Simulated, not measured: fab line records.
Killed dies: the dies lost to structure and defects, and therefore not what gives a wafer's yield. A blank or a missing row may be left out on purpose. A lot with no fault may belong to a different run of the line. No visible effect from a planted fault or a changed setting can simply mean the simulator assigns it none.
What tool caused it? | flow n5-finfet | 12 lots, 36 wafers sampled, at 1 step of a route of 1938

WHAT THE GAUGES READ, wafer by wafer
N5_BEOL_M1_OCD_MEAS_38.
lot  | measured     | on     | trench-depth-nm (nm)
L075 | day 6 15:29  | ocd-01 | 54.8 56.1 55.0
L077 | day 6 23:16  | ocd-01 | 55.6 54.5 55.7
L079 | day 7 09:23  | ocd-01 | 56.0 56.3 55.3
L080 | day 7 23:22  | ocd-01 | 54.7 55.7 54.6
L083 | day 8 12:00  | ocd-01 | 55.4 53.9 53.5
L085 | day 8 23:29  | ocd-02 | 54.5 56.1 55.7
L088 | day 9 22:17  | ocd-02 | 55.3 53.4 56.9
L089 | day 10 00:12 | ocd-02 | 55.3 54.2 54.9
L091 | day 10 12:40 | ocd-02 | 55.5 54.3 55.1
L093 | day 10 22:14 | ocd-01 | 55.6 55.2 53.3
L096 | day 11 17:22 | ocd-02 | 54.0 55.5 54.4
L097 | day 11 21:43 | ocd-01 | 54.2 54.3 54.1

WHAT TOOL EACH LOT RAN ON (gives the tool, then ch and the chambers of the sampled wafers, and finally the start)
Before these readings, the record contains no process step.

THE ANSWER, worked out from the rows above alone
Rule: usual is defined by the lots themselves. The widest of any qualifying gaps counts: lots, ordered by their means at a reading, are off when they make up no more than a third of the lots, leave a main group of 4 or more, and stand apart from it by 3 or more times the standard deviation of that group's means. If all means in a main group match to the digits the tables above print for the reading, that group is not used. A lot without any number at a reading at which 4 lots or more have one is off too. Any other lot the step has rows for is counted as sound.
No lot is off at any reading shown: from this, nothing can be told.

WHAT THE SIMULATOR PUT IN
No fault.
